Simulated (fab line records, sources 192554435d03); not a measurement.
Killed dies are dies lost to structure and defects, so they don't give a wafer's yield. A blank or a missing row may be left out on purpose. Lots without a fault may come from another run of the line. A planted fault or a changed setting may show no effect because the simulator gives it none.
fab line records | flow n5_finfet
record lots=23 wafers=69 last_day=17
route steps=1938 shown BEOL_M13@1709 BEOL_M14@1717
lots that met no fault: from a run of the same line without faults
start_h: hours from the record's first day to the start of the lot's first wafer shown | wait_h: hours since the lot's step before | " the same as in the row above | L1.1+2: a row that stands for several wafers | - no value, or no start given | * or withheld: withheld | < > ~ a bound
route shown NAME@n: a module of which the file shows steps, and the number in the route of the first | usual: mean/standard deviation of fault-free wafers | same: alike in all rows | chamber/n: place in a boat | sites: the reading at each site | _std_site: their standard deviation | _edge_site: outer sites' mean less inner sites' | radius_mm: how far each site lies from the wafer's centre | mask NAME#n: copy n | behind: the tool/chamber that last shaped the wafer | hold: why the lot was held/for how many hours/how that ended | device: the transistor (n, p or np) that didn't switch | end of line: the same wafers' tests at the end of the route | a step without rows: its recipe alone | killed: dies lost to structure and defects at the first sort, not the wafer's yield | map: a wafer's dies, x killed, . not, _ none there
set.NAME: the setting as run; set.NAME@STEP: as run at that earlier step | model.NAME: the simulator's own value behind a step, which no gauge read
steps of the route over a sample of lots; a table a step, a row a wafer
services: from which hour (start_h, from the record's first day; less than 0 if before it) a tool's chamber was out of use, for how many hours, and why
## steps
# step N5_BEOL_M13_ANNEAL_48
# recipe temp_c=225 time_s=90 ambient=N2
# usual anneal_temp_c=224.99/0.15 wafer_temp_C_max=226.07/0.26
# columns lot.wafer tool chamber start_h wait_h anneal_temp_c wafer_temp_C_max
L074.1 rtp_anneal-02 0 228.92 0.4 224.92 226.43
L074.3 " 0 " " 224.80 226.03
L074.5 " 0 " " 224.86 225.75
L075.2 rtp_anneal-02 0 243.53 0.2 225.03 226.09
L075.4 " 0 " " 225.02 226.70
L075.6 " 0 " " 225.06 226.15
L077.1 rtp_anneal-01 0 260.48 0.1 225.07 226.17
L077.2 " 0 " " 224.89 225.77
L077.6 " 0 " " 225.04 225.74
L078.1 rtp_anneal-02 0 263.95 0.2 224.88 226.19
L078.4 " 0 " " 224.88 225.81
L078.6 " 0 " " 224.90 226.29
L079.1 rtp_anneal-02 0 271.85 0.5 224.78 226.12
L079.2 " 0 " " 224.83 225.81
L079.3 " 0 " " 224.98 225.81
L080.1 rtp_anneal-01 0 275.33 0.2 224.91 225.89
L080.5 " 0 " " 224.86 225.88
L080.6 " 0 " " 224.98 225.80
L081.1 rtp_anneal-02 0 284.54 0.1 224.83 225.94
L081.5 " 0 " " 224.94 226.13
L081.6 " 0 " " 224.92 225.76
L083.1 rtp_anneal-01 0 291.82 0.1 225.12 225.94
L083.2 " 0 " " 225.12 226.12
L083.5 " 0 " " 225.02 225.81
L082.1 rtp_anneal-01 0 294.36 0.2 225.22 226.03
L082.3 " 0 " " 225.09 226.44
L082.5 " 0 " " 225.10 225.97
L085.1 rtp_anneal-02 0 297.02 0.9 224.72 226.09
L085.2 " 0 " " 225.07 225.92
L085.6 " 0 " " 224.95 225.76
L084.1 rtp_anneal-01 0 301.68 0.1 225.07 225.80
L084.3 " 0 " " 225.17 225.91
L084.4 " 0 " " 224.90 225.75
L087.1 rtp_anneal-01 0 318.94 0.1 225.06 226.52
L087.2 " 0 " " 224.95 226.14
L087.3 " 0 " " 225.12 225.88
L086.1 rtp_anneal-01 0 320.02 0.1 225.05 226.02
L086.3 " 0 " " 225.01 226.01
L086.5 " 0 " " 224.75 226.04
L088.3 rtp_anneal-01 0 321.52 0.6 225.01 226.35
L088.5 " 0 " " 224.96 226.23
L088.6 " 0 " " 225.09 226.16
L089.1 rtp_anneal-01 0 322.42 0.2 225.06 226.31
L089.2 " 0 " " 225.00 226.09
L089.5 " 0 " " 224.86 225.65
L090.2 rtp_anneal-01 0 342.04 0.2 225.35 225.86
L090.4 " 0 " " 224.97 225.84
L090.6 " 0 " " 225.14 226.13
L091.1 rtp_anneal-02 0 345.21 2.0 225.11 225.69
L091.2 " 0 " " 225.16 226.27
L091.6 " 0 " " 225.03 226.37
L092.1 rtp_anneal-01 0 345.40 2.1 225.16 226.17
L092.2 " 0 " " 225.21 225.98
L092.3 " 0 " " 225.10 226.08
L095.1 rtp_anneal-02 0 365.01 0.1 224.90 226.03
L095.3 " 0 " " 224.88 225.83
L095.6 " 0 " " 224.82 226.18
L094.2 rtp_anneal-01 0 365.27 0.2 225.14 226.32
L094.3 " 0 " " 225.09 226.65
L094.5 " 0 " " 224.98 225.79
L093.1 rtp_anneal-02 0 370.02 0.3 225.04 226.17
L093.2 " 0 " " 224.78 225.77
L093.3 " 0 " " 225.17 226.02
L096.2 rtp_anneal-02 0 377.83 0.2 224.83 226.22
L096.3 " 0 " " 224.80 227.08
L096.6 " 0 " " 224.60 225.95
L097.1 rtp_anneal-02 0 382.68 0.2 224.86 226.33
L097.3 " 0 " " 224.91 225.86
L097.6 " 0 " " 225.07 225.88
# step N5_BEOL_M13_THK_MEAS_50
# recipe thk_meas_gauge=xrf reads=Cu_of_BEOL_M13_ECD_47
# usual M13_THK=420/7.2
# columns lot.wafer tool chamber start_h wait_h M13_THK[nm]
L074.1 film_metro-02 - 229.51 - 427
L074.3 " - " " 419
L074.5 " - " " 425
L075.2 film_metro-02 - 244.08 - 429
L075.4 " - " " 427
L075.6 " - " " 423
L077.1 film_metro-02 - 261.07 - 422
L077.2 " - " " 416
L077.6 " - " " 421
L078.1 film_metro-01 - 264.70 - 417
L078.4 " - " " 411
L078.6 " - " " 423
L079.1 film_metro-01 - 272.44 - 414
L079.2 " - " " 405
L079.3 " - " " 424
L080.1 film_metro-02 - 275.99 - 407
L080.5 " - " " 431
L080.6 " - " " 424
L081.1 film_metro-01 - 285.13 - 424
L081.5 " - " " 418
L081.6 " - " " 425
L083.1 film_metro-01 - 292.96 - 423
L083.2 " - " " 406
L083.5 " - " " 418
L082.1 film_metro-02 - 295.13 - 417
L082.3 " - " " 429
L082.5 " - " " 418
L085.1 film_metro-01 - 297.98 - 409
L085.2 " - " " 409
L085.6 " - " " 417
L084.1 film_metro-02 - 302.27 - 421
L084.3 " - " " 417
L084.4 " - " " 438
L087.1 film_metro-01 - 319.80 - 417
L087.2 " - " " 439
L087.3 " - " " 417
L086.1 film_metro-01 - 320.88 - 414
L086.3 " - " " 415
L086.5 " - " " 410
L088.3 film_metro-02 - 322.22 - 423
L088.5 " - " " 424
L088.6 " - " " 420
L089.1 film_metro-02 - 323.29 - 423
L089.2 " - " " 422
L089.5 " - " " 418
L090.2 film_metro-02 - 342.59 - 408
L090.4 " - " " 416
L090.6 " - " " 419
L091.1 film_metro-01 - 345.80 - 416
L091.2 " - " " 414
L091.6 " - " " 422
L092.1 film_metro-01 - 345.99 - 421
L092.2 " - " " 413
L092.3 " - " " 417
L095.1 film_metro-01 - 365.60 - 410
L095.3 " - " " 412
L095.6 " - " " 423
L094.2 film_metro-02 - 365.82 - 425
L094.3 " - " " 419
L094.5 " - " " 447
L093.1 film_metro-01 - 371.74 - 434
L093.2 " - " " 414
L093.3 " - " " 415
L096.2 film_metro-02 - 378.67 - 432
L096.3 " - " " 426
L096.6 " - " " 425
L097.1 film_metro-01 - 383.45 - 433
L097.3 " - " " 434
L097.6 " - " " 424
# step N5_BEOL_M14_THK_MEAS_01
# recipe reads=SiO2_of_BEOL_M14_ILD_DEP_00
# usual M14_ILD_THK=1129/16
# columns lot.wafer tool chamber start_h wait_h M14_ILD_THK[nm]
L074.1 film_metro-02 - 230.32 0.4 1121
L074.3 " - " " 1141
L074.5 " - " " 1129
L075.2 film_metro-01 - 244.54 0.2 1134
L075.4 " - " " 1154
L075.6 " - " " 1142
L077.1 film_metro-02 - 261.46 0.1 1113
L077.2 " - " " 1134
L077.6 " - " " 1163
L078.1 film_metro-02 - 265.08 0.1 1096
L078.4 " - " " 1137
L078.6 " - " " 1110
L079.1 film_metro-02 - 272.82 0.1 1144
L079.2 " - " " 1106
L079.3 " - " " 1104
L080.1 film_metro-02 - 276.37 0.1 1116
L080.5 " - " " 1123
L080.6 " - " " 1146
L081.1 film_metro-01 - 285.51 0.1 1106
L081.5 " - " " 1128
L081.6 " - " " 1141
L083.1 film_metro-02 - 293.36 0.1 1121
L083.2 " - " " 1102
L083.5 " - " " 1149
L082.1 film_metro-02 - 295.52 0.1 1127
L082.3 " - " " 1149
L082.5 " - " " 1130
L085.1 film_metro-01 - 298.36 0.1 1127
L085.2 " - " " 1106
L085.6 " - " " 1138
L084.1 film_metro-01 - 302.65 0.1 1104
L084.3 " - " " 1123
L084.4 " - " " 1145
L087.1 film_metro-02 - 320.21 0.1 1124
L087.2 " - " " 1113
L087.3 " - " " 1102
L086.1 film_metro-02 - 321.29 0.1 1120
L086.3 " - " " 1107
L086.5 " - " " 1142
L088.3 film_metro-01 - 322.70 0.1 1118
L088.5 " - " " 1113
L088.6 " - " " 1119
L089.1 film_metro-02 - 323.67 0.1 1127
L089.2 " - " " 1133
L089.5 " - " " 1148
L090.2 film_metro-02 - 342.97 0.1 1128
L090.4 " - " " 1143
L090.6 " - " " 1122
L091.1 film_metro-02 - 346.19 0.1 1131
L091.2 " - " " 1108
L091.6 " - " " 1137
L092.1 film_metro-01 - 346.37 0.1 1110
L092.2 " - " " 1109
L092.3 " - " " 1125
L095.1 film_metro-01 - 365.99 0.1 1104
L095.3 " - " " 1141
L095.6 " - " " 1146
L094.2 film_metro-02 - 366.20 0.1 1132
L094.3 " - " " 1115
L094.5 " - " " 1130
L093.1 film_metro-01 - 372.12 0.1 1111
L093.2 " - " " 1116
L093.3 " - " " 1116
L096.2 film_metro-02 - 379.08 0.1 1107
L096.3 " - " " 1127
L096.6 " - " " 1148
L097.1 film_metro-02 - 383.83 0.1 1106
L097.3 " - " " 1125
L097.6 " - " " 1111
# step N5_BEOL_M14_DESCUM_15
# recipe chemistry=O2 time_s=7.9 source_power_w=50 bias_power_w=20 pressure_mtorr=20 rf_frequency_hz=2.712e+07 temp_c=40 o2_flow_sccm=225
# usual chamber_pressure_mTorr=20.000/0.017 drypump_motor_current_A=5.7/0.42 o2_flow_sccm=225.0/0.74 oes_product_au=0.80/0.085 rf_fwd_power_W=49.33/0.26 rf_vpp_V=243.6/1.2 showerhead_plenum_p_Torr=2.11/0.065 temp_c=40.00/0.11 throttle_valve_pct=20.29/0.21
# columns lot.wafer tool chamber start_h wait_h chamber_pressure_mTorr drypump_motor_current_A o2_flow_sccm oes_product_au rf_fwd_power_W rf_hours_counter_h rf_vpp_V showerhead_plenum_p_Torr temp_c throttle_valve_pct
L074.1 rie_diel-06 0 230.80 0.1 19.999 5.7 225.2 0.75 49.62 149 242.5 2.06 39.99 20.01
L074.3 " 2 " " 19.998 6.1 225.9 0.74 49.12 185 244.5 2.16 40.05 19.96
L074.5 " 3 " " 20.030 5.8 224.9 0.72 49.34 - 243.5 2.04 39.95 20.41
L075.2 rie_diel-05 3 245.06 0.0 19.992 5.6 224.1 0.88 49.19 35 244.9 2.23 40.05 20.31
L075.4 " 1 " " 20.009 5.2 226.7 0.96 49.43 17 243.7 2.14 39.83 20.23
L075.6 " 0 " " 19.976 6.1 225.1 0.73 49.05 - 243.9 2.13 40.01 20.09
L077.1 rie_diel-05 2 262.72 0.8 19.998 6.4 224.4 0.78 48.93 126 244.3 2.21 39.88 20.53
L077.2 " 3 " " 19.983 5.6 225.7 0.87 49.43 40 245.7 2.23 39.98 20.29
L077.6 " 2 " " 20.023 6.3 224.3 0.77 49.03 - 244.7 2.21 39.89 20.54
L078.1 rie_diel-06 0 265.56 0.1 20.033 5.7 224.5 0.75 49.68 163 243.0 2.05 40.00 20.04
L078.4 " 3 " " 19.982 5.8 224.9 0.71 49.33 - 241.9 2.03 39.78 20.42
L078.6 " 2 " " 20.011 6.1 224.5 0.73 48.98 - 246.5 2.16 39.86 19.99
L079.1 rie_diel-05 3 273.34 0.0 20.014 5.6 224.7 0.85 49.18 43 243.4 2.22 40.08 20.31
L079.2 " 2 " " 20.007 6.4 225.6 0.76 49.00 130 244.1 2.21 39.87 20.55
L079.3 " 1 " " 19.967 5.2 224.9 0.93 49.43 26 243.3 2.14 40.09 20.23
L080.1 rie_diel-06 2 277.24 0.4 19.989 6.2 224.7 0.72 49.09 204 244.0 2.16 39.88 19.98
L080.5 " 0 " " 19.972 5.7 226.2 0.74 49.89 - 242.8 2.05 39.99 20.04
L080.6 " 3 " " 20.023 5.8 225.5 0.71 49.73 - 244.2 2.03 39.84 20.42
L081.1 rie_diel-06 2 285.94 0.1 20.002 6.1 224.1 0.72 49.04 208 245.5 2.16 39.82 19.98
L081.5 " 3 " " 19.992 5.8 224.4 0.71 49.42 - 244.3 2.03 39.98 20.44
L081.6 " 0 " " 19.987 5.7 224.7 0.73 49.59 - 241.5 2.05 39.93 20.02
L083.1 rie_diel-04 0 293.79 0.1 19.987 5.9 224.8 0.85 49.55 61 241.6 2.04 39.88 20.20
L083.2 " 3 " " 20.010 5.3 225.0 0.86 48.81 48 242.7 2.06 40.15 20.43
L083.5 " 1 " " 19.985 5.1 225.3 0.92 49.39 - 244.7 2.14 40.01 20.57
L082.1 rie_diel-06 3 296.08 0.1 20.004 5.8 225.6 0.71 49.92 231 241.3 2.03 39.93 20.43
L082.3 " 2 " " 20.001 6.1 225.9 0.70 49.01 212 244.6 2.16 39.86 20.02
L082.5 " 0 " " 19.994 5.7 225.4 0.74 49.65 - 242.7 2.05 40.11 20.04
L085.1 rie_diel-05 0 298.76 0.0 19.968 6.0 224.9 0.71 49.44 234 245.6 2.13 40.09 20.11
L085.2 " 1 " " 20.007 5.2 225.1 0.92 48.95 35 243.9 2.13 39.98 20.27
L085.6 " 1 " " 19.995 5.2 224.3 0.92 49.16 - 243.9 2.13 39.96 20.27
L084.1 rie_diel-05 2 303.05 0.0 20.024 6.3 224.7 0.76 49.12 141 242.7 2.20 39.84 20.57
L084.3 " 0 " " 19.985 6.1 224.4 0.70 49.37 235 244.2 2.12 40.25 20.10
L084.4 " 3 " " 19.990 5.6 224.7 0.83 49.31 56 244.4 2.22 40.02 20.34
L087.1 rie_diel-06 3 320.60 0.0 20.012 5.8 224.0 0.70 49.60 238 243.1 2.03 40.03 20.45
L087.2 " 2 " " 19.996 6.1 225.1 0.71 49.01 218 244.2 2.15 39.87 20.01
L087.3 " 0 " " 19.994 5.7 224.8 0.73 49.36 183 241.7 2.05 40.09 20.04
L086.1 rie_diel-04 2 322.40 0.7 19.977 4.8 224.4 0.91 49.09 30 241.1 2.14 40.20 20.51
L086.3 " 3 " " 19.995 5.4 225.9 0.86 49.00 56 241.9 2.06 40.17 20.46
L086.5 " 0 " " 20.010 5.9 224.9 0.84 49.55 - 243.0 2.03 39.98 20.22
L088.3 rie_diel-06 2 323.65 0.6 19.987 6.1 225.9 0.71 49.15 220 244.2 2.15 39.85 20.01
L088.5 " 2 " " 19.997 6.1 226.0 0.71 48.88 - 244.4 2.15 39.95 20.00
L088.6 " 1 " " 19.977 6.2 225.2 0.94 49.46 - 243.5 2.06 40.29 20.14
L089.1 rie_diel-04 2 324.79 0.6 20.003 4.8 225.9 0.90 49.12 32 243.6 2.14 40.07 20.51
L089.2 " 3 " " 20.002 5.4 223.8 0.85 49.10 57 243.1 2.06 40.12 20.45
L089.5 " 0 " " 20.027 5.9 226.5 0.84 49.46 - 243.0 2.03 40.07 20.22
L090.2 rie_diel-06 2 343.36 0.0 19.992 6.1 224.5 0.71 49.10 226 244.1 2.15 40.06 20.03
L090.4 " 3 " " 20.012 5.8 224.5 0.69 49.68 245 243.3 2.03 40.18 20.46
L090.6 " 3 " " 19.979 5.8 225.1 0.70 49.85 - 242.7 2.03 40.20 20.46
L091.1 rie_diel-06 1 346.88 0.2 19.998 6.1 226.8 0.90 49.37 25 242.1 2.06 40.10 20.15
L091.2 " 3 " " 19.984 5.8 226.2 0.69 49.79 247 242.8 2.02 40.15 20.46
L091.6 " 0 " " 19.989 5.7 225.8 0.72 49.54 - 242.2 2.04 40.02 20.07
L092.1 rie_diel-05 2 346.96 0.1 19.998 6.3 224.3 0.75 49.21 156 244.2 2.20 39.92 20.58
L092.2 " 1 " " 19.982 5.2 225.7 0.88 49.61 54 243.6 2.13 39.91 20.29
L092.3 " 3 " " 20.014 5.6 224.3 0.80 49.19 74 244.7 2.21 39.98 20.37
L095.1 rie_diel-05 1 366.51 0.0 20.026 5.1 224.9 0.87 49.20 62 245.2 2.12 39.91 20.31
L095.3 " 2 " " 20.021 6.3 224.5 0.74 49.26 165 244.4 2.19 40.19 20.59
L095.6 " 2 " " 19.996 6.4 224.6 0.74 49.15 - 244.5 2.19 40.17 20.61
L094.2 rie_diel-05 2 366.86 0.3 19.993 6.3 224.4 0.75 49.04 165 244.3 2.19 40.19 20.60
L094.3 " 3 " " 20.024 5.6 224.3 0.80 49.76 83 244.5 2.21 39.96 20.38
L094.5 " 1 " " 20.010 5.2 224.5 0.88 49.19 - 244.2 2.12 40.02 20.31
L093.1 rie_diel-04 2 372.52 0.0 20.012 4.8 224.3 0.87 49.40 50 244.5 2.13 39.89 20.54
L093.2 " 3 " " 19.994 5.4 225.1 0.83 49.19 76 241.5 2.05 40.05 20.47
L093.3 " 0 " " 20.024 5.9 224.2 0.82 49.50 90 242.3 2.03 39.89 20.25
L096.2 rie_diel-04 3 379.49 0.0 20.007 5.4 223.7 0.82 48.91 78 242.8 2.05 39.96 20.49
L096.3 " 0 " " 19.993 5.9 224.2 0.82 49.38 92 242.5 2.03 39.90 20.26
L096.6 " 3 " " 20.010 5.4 225.3 0.83 48.86 - 243.2 2.05 39.97 20.48
L097.1 rie_diel-05 0 384.23 0.0 19.984 6.1 225.4 0.98 49.67 3 243.6 2.12 39.87 19.88
L097.3 " 1 " " 20.003 5.2 224.4 0.87 49.48 70 243.9 2.12 39.84 20.32
L097.6 " 0 " " 20.002 6.1 224.4 0.97 49.52 - 243.3 2.12 39.86 19.87
# step N5_BEOL_M14_ETCH_38
# recipe chemistry=CF4/N2 target=SiCN target_depth_a=1065 taper_deg=2 time_s=120.6 ion_energy_ev=150 mask_material=SiO2 pressure_mtorr=40 source_w=430 bias_w=70 Ar_flow_sccm=100 cf4_flow_sccm=60 n2_flow_sccm=60
# usual chamber_pressure_mTorr=40.00/0.035 drypump_motor_current_A=5.7/0.47 mfc_ar_sccm=100.1/0.32 oes_product_au=0.83/0.089 rf_fwd_power_W=428.3/1.4 rf_vpp_V=382.9/1.6 showerhead_plenum_p_Torr=2.24/0.059 throttle_valve_pct=15.34/0.15
# columns lot.wafer tool chamber start_h wait_h chamber_pressure_mTorr drypump_motor_current_A mfc_ar_sccm oes_product_au rf_fwd_power_W rf_hours_counter_h rf_vpp_V showerhead_plenum_p_Torr throttle_valve_pct
L074.1 rie_diel-05 2 - - 40.00 6.4 100.1 0.82 428.1 117 384.3 2.32 15.42
L074.3 " 1 " " 39.95 5.2 99.4 0.98 428.7 13 382.5 2.26 15.25
L074.5 " 2 " " 39.95 6.3 100.5 0.81 428.9 - 384.0 2.32 15.44
L075.2 rie_diel-05 1 - - 39.96 5.2 100.3 0.96 430.0 18 383.1 2.26 15.28
L075.4 " 2 " " 40.02 6.3 100.2 0.81 427.9 122 384.1 2.32 15.44
L075.6 " 1 " " 40.07 5.2 100.2 0.97 428.4 - 381.6 2.26 15.26
L077.1 rie_diel-04 2 - - 39.93 4.8 100.0 0.92 428.0 10 382.7 2.26 15.34
L077.2 " 0 " " 40.03 5.9 99.8 0.88 428.6 49 381.0 2.15 15.19
L077.6 " 1 " " 40.09 5.1 100.0 1.00 426.6 - 382.1 2.25 15.41
L078.1 rie_diel-05 3 - - 40.01 5.6 100.3 0.88 428.1 41 384.3 2.33 15.23
L078.4 " 0 " " 39.95 6.1 100.5 0.73 430.8 222 383.0 2.28 15.42
L078.6 " 2 " " 39.95 6.3 100.2 0.80 429.4 - 385.1 2.32 15.44
L079.1 rie_diel-05 0 - - 39.98 6.1 100.0 0.72 427.2 225 383.6 2.27 15.44
L079.2 " 1 " " 40.00 5.2 99.9 0.93 427.6 26 383.2 2.26 15.28
L079.3 " 3 " " 40.01 5.6 100.2 0.86 429.0 45 385.8 2.33 15.23
L080.1 rie_diel-04 3 - - 40.01 5.4 99.9 0.86 426.8 42 380.6 2.16 15.23
L080.5 " 3 " " 40.01 5.3 100.5 0.86 427.6 - 379.9 2.16 15.23
L080.6 " 0 " " 40.01 5.9 100.5 0.88 429.3 - 381.4 2.15 15.18
L081.1 rie_diel-05 1 - - 40.00 5.2 100.1 0.93 429.2 31 383.9 2.26 15.29
L081.5 " 0 " " 40.02 6.1 99.6 0.72 429.7 - 383.8 2.27 15.44
L081.6 " 1 " " 39.97 5.2 100.2 0.92 430.2 - 382.1 2.26 15.29
L083.1 rie_diel-04 2 - - 40.02 4.8 100.1 0.89 427.8 21 383.3 2.25 15.37
L083.2 " 1 " " 39.98 5.1 99.9 0.95 430.0 16 381.9 2.25 15.44
L083.5 " 1 " " 40.01 5.1 100.0 0.96 429.2 - 383.1 2.25 15.44
L082.1 rie_diel-05 2 - - 39.98 6.3 100.7 0.79 428.1 141 384.9 2.31 15.49
L082.3 " 3 " " 39.98 5.6 100.3 0.85 428.2 55 386.0 2.33 15.26
L082.5 " 0 " " 40.01 6.0 100.0 0.73 427.0 - 383.7 2.27 15.45
L085.1 rie_diel-06 2 - - 40.02 6.1 99.9 0.72 428.6 214 383.4 2.28 15.19
L085.2 " 0 " " 40.04 5.7 99.8 0.71 428.5 178 382.8 2.20 15.38
L085.6 " 3 " " 40.01 5.8 99.9 0.72 428.4 - 381.4 2.19 15.78
L084.1 rie_diel-04 0 - - 40.04 5.9 99.9 0.86 427.6 65 380.4 2.15 15.18
L084.3 " 3 " " 39.98 5.4 100.5 0.84 427.6 51 380.7 2.15 15.26
L084.4 " 2 " " 39.97 4.8 99.9 0.89 427.1 24 381.9 2.25 15.36
L087.1 rie_diel-05 1 - - 39.99 5.2 100.6 0.91 425.2 43 385.1 2.25 15.32
L087.2 " 2 " " 39.94 6.3 100.2 0.78 428.3 148 384.4 2.31 15.49
L087.3 " 3 " " 40.00 5.6 99.7 0.85 427.3 63 384.5 2.33 15.27
L086.1 rie_diel-06 1 - - 40.08 6.1 100.5 0.92 428.5 17 381.6 2.17 15.09
L086.3 " 0 " " 39.96 5.7 99.7 0.70 428.5 185 381.9 2.20 15.40
L086.5 " 3 " " 40.05 5.8 99.7 0.72 429.5 - 383.7 2.19 15.79
L088.3 rie_diel-04 3 - - 39.98 5.4 99.7 0.83 428.3 59 381.3 2.15 15.27
L088.5 " 3 " " 40.08 5.4 99.7 0.84 427.7 - 380.7 2.15 15.27
L088.6 " 0 " " 40.05 5.9 100.0 0.86 428.3 - 378.8 2.14 15.23
L089.1 rie_diel-06 0 - - 39.99 5.7 100.3 0.71 427.8 186 383.1 2.20 15.39
L089.2 " 2 " " 40.01 6.1 100.6 0.73 426.2 222 383.5 2.27 15.22
L089.5 " 1 " " 40.06 6.2 100.2 0.92 426.9 - 380.6 2.17 15.09
L090.2 rie_diel-06 0 - - 39.98 5.7 100.0 0.71 431.5 191 382.5 2.20 15.40
L090.4 " 2 " " 39.98 6.1 99.9 0.72 428.8 228 384.4 2.27 15.22
L090.6 " 1 " " 39.99 6.1 100.0 0.89 426.5 - 380.6 2.17 15.10
L091.1 rie_diel-04 3 - - 40.02 5.4 100.2 0.81 428.5 65 380.3 2.15 15.28
L091.2 " 2 " " 40.00 4.8 100.5 0.87 428.0 39 382.6 2.25 15.39
L091.6 " 2 " " 40.06 4.8 100.2 0.86 427.2 - 383.3 2.25 15.40
L092.1 rie_diel-06 3 - - 39.95 5.8 100.0 0.69 428.8 247 382.0 2.18 15.80
L092.2 " 1 " " 39.98 6.1 100.0 0.89 428.9 26 384.0 2.17 15.11
L092.3 " 0 " " 40.08 5.7 100.0 0.70 429.9 193 380.8 2.20 15.40
L095.1 rie_diel-05 2 - - 40.04 6.3 99.9 0.77 426.5 166 382.9 2.30 15.53
L095.3 " 1 " " 40.06 5.2 99.8 0.88 427.3 64 381.6 2.25 15.36
L095.6 " 2 " " 39.99 6.3 99.6 0.77 427.6 - 384.0 2.30 15.53
L094.2 rie_diel-05 2 - - 40.01 6.3 100.4 0.76 428.7 167 384.4 2.30 15.54
L094.3 " 1 " " 40.05 5.2 100.2 0.87 427.7 64 382.5 2.24 15.36
L094.5 " 1 " " 39.99 5.2 100.3 0.87 429.7 - 383.1 2.25 15.35
L093.1 rie_diel-05 1 - - 39.99 5.2 100.2 0.87 426.2 66 382.6 2.24 15.37
L093.2 " 3 " " 39.92 5.6 99.9 0.81 429.2 86 386.0 2.32 15.30
L093.3 " 0 " " 40.07 6.0 99.3 0.99 430.2 1 382.7 2.26 15.04
L096.2 rie_diel-06 2 - - 40.04 6.1 99.7 0.71 428.6 243 384.1 2.27 15.26
L096.3 " 0 " " 39.98 5.7 100.5 0.69 430.4 205 380.9 2.19 15.42
L096.6 " 3 " " 40.01 5.8 99.5 0.99 429.2 - 381.6 2.18 15.26
L097.1 rie_diel-04 2 - - 39.96 4.8 100.7 0.84 428.4 55 383.3 2.24 15.43
L097.3 " 0 " " 39.98 5.9 99.9 0.83 427.2 95 379.8 2.14 15.25
L097.6 " 1 " " 40.00 5.1 99.8 0.91 427.4 - 384.9 2.24 15.46
# step N5_BEOL_M14_SPUTTER_44
# recipe material=Ta target_thk_a=150 temp_c=50 bias_v=80 power_w=15000 chamber_pressure_pa=0.07 time_s=24.19
# usual throttle_valve_pct=29.9/0.75
# columns lot.wafer tool chamber start_h wait_h throttle_valve_pct
L074.1 pvd_sputter-02 - 233.82 0.0 29.3
L074.3 " - " " 30.9
L074.5 " - " " 30.8
L075.2 pvd_sputter-02 - 250.77 0.0 31.2
L075.4 " - " " 29.7
L075.6 " - " " 30.9
L077.1 pvd_sputter-03 - 266.26 0.0 30.5
L077.2 " - " " 28.9
L077.6 " - " " 31.0
L078.1 pvd_sputter-03 - 269.36 0.0 30.3
L078.4 " - " " 30.0
L078.6 " - " " 29.0
L079.1 pvd_sputter-02 - 276.22 0.0 29.7
L079.2 " - " " 31.1
L079.3 " - " " 29.3
L080.1 pvd_sputter-03 - 279.86 0.0 29.0
L080.5 " - " " 30.4
L080.6 " - " " 30.0
L081.1 pvd_sputter-03 - 288.46 0.0 29.0
L081.5 " - " " 31.2
L081.6 " - " " 28.8
L083.1 pvd_sputter-02 - 295.76 0.0 30.8
L083.2 " - " " 29.8
L083.5 " - " " 31.1
L082.1 pvd_sputter-01 - 302.02 0.0 29.5
L082.3 " - " " 30.0
L082.5 " - " " 30.5
L085.1 pvd_sputter-03 - 302.04 0.0 29.9
L085.2 " - " " 31.1
L085.6 " - " " 28.9
L084.1 pvd_sputter-02 - 305.09 0.0 31.0
L084.3 " - " " 28.4
L084.4 " - " " 29.5
L087.1 pvd_sputter-02 - 322.90 0.0 29.7
L087.2 " - " " 29.3
L087.3 " - " " 31.1
L086.1 pvd_sputter-02 - 325.38 0.0 29.9
L086.3 " - " " 29.7
L086.5 " - " " 30.9
L088.3 pvd_sputter-03 - 326.69 0.0 30.4
L088.5 " - " " 29.8
L088.6 " - " " 29.1
L089.1 pvd_sputter-01 - 328.93 0.0 29.6
L089.2 " - " " 30.2
L089.5 " - " " 30.5
L090.2 pvd_sputter-02 - 346.36 0.0 28.8
L090.4 " - " " 30.9
L090.6 " - " " 29.3
L091.1 pvd_sputter-03 - 349.26 0.0 28.8
L091.2 " - " " 29.9
L091.6 " - " " 29.0
L092.1 pvd_sputter-02 - 349.58 0.0 31.0
L092.2 " - " " 28.4
L092.3 " - " " 29.6
L095.1 pvd_sputter-01 - 369.67 0.0 30.3
L095.3 " - " " 29.3
L095.6 " - " " 30.5
L094.2 pvd_sputter-03 - 369.99 0.0 28.8
L094.3 " - " " 29.9
L094.5 " - " " 30.2
L093.1 pvd_sputter-01 - 375.87 0.0 29.3
L093.2 " - " " 30.4
L093.3 " - " " 29.3
L096.2 pvd_sputter-01 - 387.51 0.0 29.5
L096.3 " - " " 30.0
L096.6 " - " " 30.2
L097.1 pvd_sputter-01 - 388.57 0.0 30.1
L097.3 " - " " 29.9
L097.6 " - " " 29.7
## services
# columns tool chamber start_h hours kind
rie_diel-06 0 207.22 4.4 repair
rie_diel-04 2 217.90 5.7 repair
rie_diel-04 2 223.62 - clean
rie_diel-05 0 230.90 5.1 repair
rie_diel-06 3 245.02 16.7 repair
pvd_sputter-01 - 252.79 1.5 repair
rie_diel-06 1 261.75 - clean
rie_diel-06 1 261.75 - consumable_replace:focus_ring
rie_diel-06 1 261.75 17.4 scheduled_down
rie_diel-06 1 261.75 17.4 vent_cycle
rie_diel-06 2 302.78 3.3 repair
rie_diel-04 3 307.04 5.2 repair
rie_diel-04 1 324.53 5.2 repair
rie_diel-05 2 336.31 4.8 repair
rie_diel-05 0 341.11 - clean
rie_diel-05 0 341.11 - consumable_replace:focus_ring
rie_diel-05 0 341.11 30.5 scheduled_down
rie_diel-05 0 341.11 30.5 vent_cycle
rtp_anneal-01 - 342.27 3.1 pm
rie_diel-06 3 356.76 - clean
rie_diel-06 3 356.76 - consumable_replace:focus_ring
rie_diel-05 0 379.50 2.6 repair
pvd_sputter-02 - 382.78 4.8 repair
rie_diel-06 - 388.03 0.2 repair
## key
fault none
